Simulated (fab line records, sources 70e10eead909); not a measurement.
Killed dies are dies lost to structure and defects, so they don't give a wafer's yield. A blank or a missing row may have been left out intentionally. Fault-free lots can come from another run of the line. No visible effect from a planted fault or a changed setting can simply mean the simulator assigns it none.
Struck lot and sound lot, side by side -- flow nand-harc -- 15 steps out of a route of 1302
Sound: these wafers, L165.3, L165.5, L165.6. Struck: wafer L172.4. (L172.2, L172.3 of the same lot were not struck and are left out.) The cause comes at the end.
Per side, at each step with rows, come the tool, then ch with its chambers, and then its first start. Under that, the readings that differ: sound wafers -- struck wafers -- difference of the means -- sigmas: that difference in standard deviations of wafers without a fault.
alike: same words and numbers on both sides, and readings whose means sit less than 2 such deviations apart. not compared: any withheld reading, any reading some wafer has no value for, any bound like >300 that may hide the same value, and any number with overlapping values for which the record gives no deviation.
Wherever a step has rows on one side only, a row that says differs or no value, or a row with sigmas, the two part there. When numbers do not overlap yet have no deviation, they are printed without sigmas and do not part them. A reading missing from all wafers of one side parts the sides only when that side holds two or more wafers.

NHARC_A_CONTACT_INSPECT_10:
  sound: defect-inspect-02 at day 23 00:14; struck: defect-inspect-02 at day 26 01:47
  alike: raw-defect-count
then, 3 steps without rows for these wafers: NHARC_A_CONTACT_DESCUM_13 (chemistry O2, time 3 s); NHARC_A_CONTACT_ETCH_88 (etches the open film in CF4, target depth 39 nm, time 65 s); NHARC_A_CONTACT_ETCH_89 (etches the open film in N2/H2, target depth 260 nm, time 475.3 s).
NHARC_A_CONTACT_ETCH_30: etches the open film in CF4/CHF3, target depth 72.6 nm, time 36.3 s.
  sound: rie-diel-04 ch 0,2,3; struck: rie-diel-08 ch 0
  alike: bias-w, drypump-motor-current-A, mfc-ar-sccm, oes-product-au, rf-vpp-V, showerhead-plenum-p-Torr, throttle-valve-pct
  not compared: rf-hours-counter-h
then, 1 step without rows for these wafers: NHARC_A_CONTACT_ETCH_31 (etches the open film in O2/COS, target depth 2800 nm, time 728 s).
NHARC_A_CONTACT_ETCH_134: etches the open film in C4F8/O2/Ar, time 140 s, target depth 700 nm.
  sound on har-cap-etch-03 ch 0,1, day 23 01:31; struck on har-cap-etch-03 ch 1, day 26 03:28
  not compared: rf-hours-counter-h
NHARC_A_CONTACT_ETCH_135: etches the open film in C4F8/O2/Ar, time 311 s, target depth 1912 nm.
  sound on har-cap-etch-03 ch 0,1, day 23 01:46; struck on har-cap-etch-03 ch 1, day 26 03:40
  not compared: rf-hours-counter-h
NHARC_A_CONTACT_ETCH_136: etches the open film in C4F8/O2/Ar, time 311 s, target depth 1912 nm.
  sound on har-cap-etch-03 ch 0,1, day 23 02:02; struck on har-cap-etch-03 ch 1, day 26 03:56
  not compared: rf-hours-counter-h
then, 3 steps without rows for these wafers: NHARC_A_CONTACT_ETCH_137 (etches the open film in C4F8/O2/Ar, time 311 s, target depth 1912 nm); NHARC_A_CONTACT_ETCH_138 (etches the open film in C4F8/O2/Ar, time 311 s, target depth 1914 nm); NHARC_A_CONTACT_ETCH_139 (etches the open film in C4F8/O2/Ar, time 195 s, target depth 840 nm).
NHARC_A_CONTACT_ETCH_92: etches the open film in CH3F/O2, target depth 40 nm, time 85.7 s.
  sound on rie-diel-08 ch 0,1,3, day 23 03:19; struck on rie-diel-09 ch 0, day 26 05:19
reading,sound,struck,difference,sigmas
oes-product-au (a.u.),0.918 0.928 0.919,0.729,-0.193,-11
  alike: bias-w, drypump-motor-current-A, mfc-ar-sccm, rf-vpp-V, showerhead-plenum-p-Torr, throttle-valve-pct
  not compared: rf-hours-counter-h
NHARC_A_CONTACT_ETCH_98: etches the open film in C4F6/O2, target depth 20 nm, time 10 s.
  sound: rie-diel-08 ch 1,2; struck: rie-diel-09 ch 1
  alike: bias-w, drypump-motor-current-A, mfc-ar-sccm, oes-product-au, rf-vpp-V, showerhead-plenum-p-Torr, throttle-valve-pct
  not compared: rf-hours-counter-h
NHARC_END_SORT_01:
  the record has rows for the struck wafers here (prober-02 ch 0, day 28 03:00) and none for the sound ones

== WHERE THEY PART ==
Last at NHARC_END_SORT_01 as far as this record goes, first at NHARC_A_CONTACT_ETCH_92.

WHY: what the simulator had put in
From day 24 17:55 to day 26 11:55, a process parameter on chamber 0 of rie-diel-09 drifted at NHARC_A_CONTACT_ETCH_92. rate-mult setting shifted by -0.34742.
